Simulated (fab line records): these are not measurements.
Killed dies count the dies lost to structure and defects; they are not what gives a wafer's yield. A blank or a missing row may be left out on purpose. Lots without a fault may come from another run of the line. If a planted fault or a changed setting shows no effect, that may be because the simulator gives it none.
Split-lot experiment + flow n5-finfet + route with 1938 steps; 7 lots, 39 wafers read

== THE SPLIT ITSELF ==
At N5_WELL_APT_IMPLANT_14, the setting energy-kev was moved away from the recipe's 160 on 15 of the 39 wafers read, by +4.6% to +10.6%. All remaining wafers had this setting at the recipe value.

The split's own step is where the reading is taken.

== THE READING ==
implant.drp-nm (the simulator's own value, which no gauge read), in nm, at N5_WELL_APT_IMPLANT_14. The file does not state a usual value for it.

| wafer  | tool, chamber at the split | energy-kev as run | against the recipe | implant.drp-nm, nm | against lot-mates on the recipe |
|--------|----------------------------|-------------------|--------------------|--------------------|---------------------------------|
| L074.1 | implanter-01, 0            | 160               | recipe             | 65.9               | -                               |
| L074.2 | implanter-01, 0            | 160               | recipe             | 65.9               | -                               |
| L074.5 | implanter-01, 0            | 160               | recipe             | 65.9               | -                               |
| L075.1 | implanter-02, 0            | 176.9             | +10.6%             | 70.99              | +5.09                           |
| L075.3 | implanter-02, 0            | 176.9             | +10.6%             | 70.99              | +5.09                           |
| L075.6 | implanter-02, 0            | 176.9             | +10.6%             | 70.99              | +5.09                           |
| L075.2 | implanter-02, 0            | 160               | recipe             | 65.9               | -                               |
| L075.4 | implanter-02, 0            | 160               | recipe             | 65.9               | -                               |
| L075.5 | implanter-02, 0            | 160               | recipe             | 65.9               | -                               |
| L080.1 | implanter-02, 0            | 160               | recipe             | 65.9               | -                               |
| L080.2 | implanter-02, 0            | 160               | recipe             | 65.9               | -                               |
| L080.6 | implanter-02, 0            | 160               | recipe             | 65.9               | -                               |
| L080.3 | implanter-02, 0            | 168.3             | +5.2%              | 68.39              | +2.49                           |
| L080.4 | implanter-02, 0            | 168.3             | +5.2%              | 68.39              | +2.49                           |
| L080.5 | implanter-02, 0            | 168.3             | +5.2%              | 68.39              | +2.49                           |
| L089.1 | implanter-01, 0            | 160               | recipe             | 65.9               | -                               |
| L089.3 | implanter-01, 0            | 160               | recipe             | 65.9               | -                               |
| L089.5 | implanter-01, 0            | 160               | recipe             | 65.9               | -                               |
| L089.2 | implanter-01, 0            | 176.1             | +10.1%             | 70.75              | +4.85                           |
| L089.4 | implanter-01, 0            | 176.1             | +10.1%             | 70.75              | +4.85                           |
| L089.6 | implanter-01, 0            | 176.1             | +10.1%             | 70.75              | +4.85                           |
| L095.1 | implanter-01, 0            | 160               | recipe             | 65.9               | -                               |
| L095.2 | implanter-01, 0            | 160               | recipe             | 65.9               | -                               |
| L095.3 | implanter-01, 0            | 160               | recipe             | 65.9               | -                               |
| L095.4 | implanter-01, 0            | 160               | recipe             | 65.9               | -                               |
| L095.5 | implanter-01, 0            | 160               | recipe             | 65.9               | -                               |
| L095.6 | implanter-01, 0            | 160               | recipe             | 65.9               | -                               |
| L096.1 | implanter-01, 0            | 160               | recipe             | 65.9               | -                               |
| L096.2 | implanter-01, 0            | 160               | recipe             | 65.9               | -                               |
| L096.6 | implanter-01, 0            | 160               | recipe             | 65.9               | -                               |
| L096.3 | implanter-01, 0            | 167.3             | +4.6%              | 68.09              | +2.19                           |
| L096.4 | implanter-01, 0            | 167.3             | +4.6%              | 68.09              | +2.19                           |
| L096.5 | implanter-01, 0            | 167.3             | +4.6%              | 68.09              | +2.19                           |
| L097.1 | implanter-01, 0            | 169.1             | +5.7%              | 68.63              | +2.73                           |
| L097.2 | implanter-01, 0            | 169.1             | +5.7%              | 68.63              | +2.73                           |
| L097.5 | implanter-01, 0            | 169.1             | +5.7%              | 68.63              | +2.73                           |
| L097.3 | implanter-01, 0            | 160               | recipe             | 65.9               | -                               |
| L097.4 | implanter-01, 0            | 160               | recipe             | 65.9               | -                               |
| L097.6 | implanter-01, 0            | 160               | recipe             | 65.9               | -                               |

FIT RESULTS
A straight line over all 39 wafers: implant.drp-nm changes by +0.482 nm for each +1% of energy-kev; r = +1.00; the points scatter about the line by 0.0041 nm.
The same after taking each lot's own level away (the mean of its wafers on the recipe; 39 wafers): +0.482 nm for each +1%; r = +1.00; scatter 0.0041 nm.
On that fit, the largest move of energy-kev shifts the reading by 5.1 nm.
The lots' own levels span 65.900 to 65.900 nm.
So the lot-to-lot level changes the slope little: the two slopes agree.
Check: for one of the wafers moved furthest among these (+10.6%), held out of the fit, the line's prediction against its lot-mates is +5.08 nm. It came out at +5.09 nm against them.

== THE WHOLE CHAIN: every reading that the file lists as answering this split, in the file's order ==
| step                   | what it does | reading                                                         | change (the file's fit)               | r (the file's) |
|------------------------|--------------|-----------------------------------------------------------------|---------------------------------------|----------------|
| N5_WELL_APT_IMPLANT_14 |              | implant.rp-nm (the simulator's own value, which no gauge read)  | +2.1 nm for each +1% of the setting   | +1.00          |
| N5_WELL_APT_IMPLANT_14 |              | implant.drp-nm (the simulator's own value, which no gauge read) | +0.481 nm for each +1% of the setting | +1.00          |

== FILE'S OWN FIT ==
implant.drp-nm changes by +0.481 nm for each +1% of energy-kev, r = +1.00.
